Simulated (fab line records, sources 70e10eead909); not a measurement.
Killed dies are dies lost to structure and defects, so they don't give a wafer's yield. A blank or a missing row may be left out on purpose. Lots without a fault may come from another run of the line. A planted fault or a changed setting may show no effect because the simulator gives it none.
Chamber matching | flow nand_harc | NHARC_P_M0_CMP_23 on cmp-02: 4 sister chambers
The step polishes, t overpolish 20 s, target thk 117.54 nm. 8 wafers are shown with their chamber, then 8 later ones without.

WAFERS WITH THEIR CHAMBER
wafer  | chamber | motor_current_A (A) | time_to_endpoint_s (s)
L074.1 | 2       | 12.1                | 26.8
L077.4 | 1       | 11.8                | 23.7
L079.1 | 1       | 12.4                | 22.1
L079.2 | 2       | 11.9                | 21.7
L083.2 | 3       | 10.5                | 28.2
L083.4 | 0       | 12.4                | 32.7
L083.6 | 3       | 9.9                 | 27.6
L088.3 | 0       | 13.5                | 27.5

WAFERS WITHOUT THEIR CHAMBER
wafer  | motor_current_A (A) | time_to_endpoint_s (s)
L088.4 | 12.2                | 26.6
L088.6 | 11.3                | 24.9
L093.1 | 13.0                | 24.4
L093.2 | 10.3                | 25.1
L093.3 | 11.9                | 24.6
L095.3 | 12.1                | 27.6
L095.5 | 13.1                | 31.0
L095.6 | 10.3                | 30.6

WHICH CHAMBER EACH WENT THROUGH
wafer  | from the rows above          | in truth
L088.4 | can't be placed: 2 or 1 or 0 | 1
L088.6 | can't be placed: 2 or 1 or 3 | 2
L093.1 | can't be placed: 1 or 2 or 0 | 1
L093.2 | 3                            | 3
L093.3 | can't be placed: 2 or 1      | 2
L095.3 | can't be placed: 2 or 1 or 0 | 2
L095.5 | 0                            | 0
L095.6 | 3                            | 3
Placed correctly: 3 of 8. Can't be placed from these rows: 5 (the true chamber is among the candidates in 5). Placed wrongly: 0.
How it was worked out, from the rows above alone: a wafer's distance from a chamber is the root of the sum, over the readings, of the square of ((its reading less the chamber's mean) divided by the reading's scatter). The wafer belongs to the nearest chamber; if the next one is less than 2 further off, it can't be placed. A chamber's mean is the mean of its shown wafers. The scatter: the root of (the sum of the squares of (reading less its chamber's mean) over the shown wafers, divided by (wafers less chambers)).
